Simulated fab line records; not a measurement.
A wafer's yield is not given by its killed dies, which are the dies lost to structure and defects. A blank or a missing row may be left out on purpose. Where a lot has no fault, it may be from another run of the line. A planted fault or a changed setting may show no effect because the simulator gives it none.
Check of tool commonality + flow nand-harc + Lots sampled 3, wafers sampled 7

## REASON FOR OPENING
On 1 of the 3 lots, a flag is raised at NHARC_END_SORT_01 on the reading killed-at-other. No-fault wafers: 1.4, standard deviation 1.5.
Rule: a lot is flagged when every wafer of it that has a number lies more than 4 standard deviations from that mean, or none has a number. The rest of the lots are taken to be sound.

| lot  | measured     | on        | killed-at-other, wafer by wafer | flag    |
|------|--------------|-----------|---------------------------------|---------|
| L689 | day 26 00:58 | prober-02 | 1 2 7                           |         |
| L703 | day 31 18:37 | prober-02 | 584 590 591                     | FLAGGED |
| L706 | day 33 06:40 | prober-02 | 3                               |         |
Flagged lots average 588.3: +586.9 relative to the usual, that is +99 or more standard deviations.

## WHICH TOOL RAN EACH LOT
4 process steps preceding the reading are held in the record, out of 1302 steps in the route. Each cell gives the tool, then ch followed by the chambers the sampled wafers passed through, then the start.
| lot  | flag    | NHARC_A_BONDPAD_CMP_19        | NHARC_HYBRID_BOND_ACTIVATE_00      | NHARC_THIN_TSV_DEP_43           | NHARC_THIN_TSV_ETCH_59            |
|------|---------|-------------------------------|------------------------------------|---------------------------------|-----------------------------------|
| L689 |         | cmp-04 ch 0,1,2, day 24 16:25 | rie-diel-06 ch 1,2,3, day 24 17:00 | pecvd-01 ch 2, day 25 05:22     | rie-metal-01 ch 0,1, day 25 13:03 |
| L703 | FLAGGED | cmp-03 ch 0,2, day 30 17:39   | rie-diel-06 ch 0,1,2, day 30 18:16 | pecvd-02 ch 0,2, day 31 03:55   | rie-metal-01 ch 0, day 31 10:50   |
| L706 |         | cmp-01 ch 1,3, day 32 01:34   | rie-diel-06 ch 0,1,2, day 32 02:12 | pecvd-04 ch 0,1,2, day 32 12:03 | rie-metal-03 ch 0,1, day 32 18:53 |
What is done by these steps:
- NHARC_A_BONDPAD_CMP_19: polishes, t overpolish 30 s, cu recess touch 16 s, target thk 169.82 nm.
- NHARC_HYBRID_BOND_ACTIVATE_00: chemistry N2, time 60 s.
- NHARC_THIN_TSV_DEP_43: deposits SiO2, target thk 1328.5 nm.
- NHARC_THIN_TSV_ETCH_59: etches the open film in Cl2/BCl3, target depth 880 nm, time 138.1 s.
- NHARC_END_SORT_01

## FLAGGED OVER TOTAL, TOOL BY TOOL (the gauges that took the reading come last)
| step                          | tool         | lots run | flagged | share of the flagged lots | sound lots run after its first flagged lot |
|-------------------------------|--------------|----------|---------|---------------------------|--------------------------------------------|
| NHARC_A_BONDPAD_CMP_19        | cmp-01       | 1        | 0       | none                      | -                                          |
| NHARC_A_BONDPAD_CMP_19        | cmp-03       | 1        | 1       | all                       | 0                                          |
| NHARC_A_BONDPAD_CMP_19        | cmp-04       | 1        | 0       | none                      | -                                          |
| NHARC_HYBRID_BOND_ACTIVATE_00 | rie-diel-06  | 3        | 1       | all                       | 1 (L706)                                   |
| NHARC_THIN_TSV_DEP_43         | pecvd-01     | 1        | 0       | none                      | -                                          |
| NHARC_THIN_TSV_DEP_43         | pecvd-02     | 1        | 1       | all                       | 0                                          |
| NHARC_THIN_TSV_DEP_43         | pecvd-04     | 1        | 0       | none                      | -                                          |
| NHARC_THIN_TSV_ETCH_59        | rie-metal-01 | 2        | 1       | all                       | 0                                          |
| NHARC_THIN_TSV_ETCH_59        | rie-metal-03 | 1        | 0       | none                      | -                                          |
| NHARC_END_SORT_01             | prober-02    | 3        | 1       | all                       | 1 (L706)                                   |

## WHAT THE TABLE ALLOWS
5 rows of the table ran every flagged lot: cmp-03 at NHARC_A_BONDPAD_CMP_19, rie-diel-06 at NHARC_HYBRID_BOND_ACTIVATE_00, pecvd-02 at NHARC_THIN_TSV_DEP_43, rie-metal-01 at NHARC_THIN_TSV_ETCH_59, prober-02 at NHARC_END_SORT_01.
- cmp-03 at NHARC_A_BONDPAD_CMP_19: 1 of its 1 lot flagged. It ran no sound lot before its first flagged lot in this sample, so the start can't be narrowed down.
- rie-diel-06 at NHARC_HYBRID_BOND_ACTIVATE_00: 1 of its 3 lots flagged. Sound lots ran on it after the first flagged one (L706), which a lasting fault on the whole tool wouldn't allow.
- pecvd-02 at NHARC_THIN_TSV_DEP_43: 1 of its 1 lot flagged. It ran no sound lot before its first flagged lot in this sample, so the start can't be narrowed down.
- rie-metal-01 at NHARC_THIN_TSV_ETCH_59: 1 of its 2 lots flagged. It ran its last sound lot, L689, at day 25 13:03 and its first flagged lot, L703, at day 31 10:50: a fault with its onset between the two fits. Its own readings (oes-product-au) fall more than 4 standard deviations out on all wafers of the flagged lots.
- prober-02 at NHARC_END_SORT_01: 1 of its 3 lots flagged. Sound lots ran on it after the first flagged one (L706), which a lasting fault on the whole tool wouldn't allow.
Because each of these 3 tools fits a fault that began at some hour, counting lots does not separate them. More lots, or a look at what each step does to the wafer, might.

## WHAT WAS PUT IN BY THE SIMULATOR
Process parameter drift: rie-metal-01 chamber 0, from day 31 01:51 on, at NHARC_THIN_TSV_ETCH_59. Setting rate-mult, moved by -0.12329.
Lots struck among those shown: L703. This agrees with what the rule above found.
